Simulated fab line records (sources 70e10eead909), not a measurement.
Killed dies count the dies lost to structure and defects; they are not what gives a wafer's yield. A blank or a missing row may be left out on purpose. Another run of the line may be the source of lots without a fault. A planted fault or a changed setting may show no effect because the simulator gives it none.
Chamber matching -- flow nand_harc -- NHARC_A_CONTACT_ETCH_77 on rie_diel-13: 4 sister chambers
The step etches the open film in CF4/CHF3, target depth 108.9 nm, time 54.5 s. 18 wafers are shown with their chamber, then 9 later ones without.

== WAFERS, EACH WITH ITS CHAMBER ==
wafer,chamber,drypump_motor_current_A (A),showerhead_plenum_p_Torr (Torr),rf_vpp_V (V)
L261.1,3,5.5,1.53,369.6
L261.2,1,5.6,1.62,371.3
L261.6,0,5.2,1.58,370.8
L263.2,2,4.9,1.48,367.6
L263.3,3,5.6,1.53,369.4
L263.6,0,5.2,1.58,370.2
L260.1,3,5.6,1.53,369.1
L260.2,0,5.2,1.57,371.6
L260.3,1,5.6,1.62,371.6
L272.1,2,4.9,1.47,366.6
L272.4,3,5.5,1.53,370.4
L272.6,2,4.9,1.47,366.4
L275.1,2,4.9,1.47,366.8
L275.3,1,5.6,1.61,370.5
L275.6,0,5.2,1.57,370.9
L276.2,0,5.2,1.57,369.8
L276.4,3,5.5,1.53,371.0
L276.6,0,5.2,1.57,371.7

SIGNATURES (averages over the wafers above)
reading,chamber 0,chamber 1,chamber 2,chamber 3,scatter within a chamber
drypump_motor_current_A,5.200,5.600,4.900,5.540,0.0293
showerhead_plenum_p_Torr,1.5733,1.6167,1.4725,1.5300,0.00443
rf_vpp_V,370.833,371.133,366.850,369.900,0.693
Rule: a wafer lies at a distance from a chamber equal to the root of the sum of squares, over the readings, of (its reading less the chamber's mean, divided by the reading's scatter). If the next closest chamber is less than 2 further off than the closest, the wafer can't be placed; otherwise it belongs to the closest. The scatter: the root of (the sum of the squares of (reading less its chamber's mean) over the shown wafers, divided by (wafers less chambers)).

== WAFERS WITH NO CHAMBER GIVEN ==
wafer,drypump_motor_current_A (A),showerhead_plenum_p_Torr (Torr),rf_vpp_V (V)
L278.3,5.5,1.53,369.5
L278.5,5.7,1.61,372.2
L278.6,5.2,1.57,368.0
L281.1,5.7,1.61,371.0
L281.3,4.9,1.47,368.2
L281.5,5.2,1.57,370.8
L282.1,5.2,1.57,370.4
L282.3,5.7,1.61,372.1
L282.6,5.7,1.61,370.9

== EACH ONE'S CHAMBER ==
wafer,from the rows above,in truth
L278.3,3,3
L278.5,1,1
L278.6,0,0
L281.1,1,1
L281.3,2,2
L281.5,0,0
L282.1,0,0
L282.3,1,1
L282.6,1,1
Placed correctly: 9 of 9. Not placeable from these rows: 0. Wrongly placed: 0.
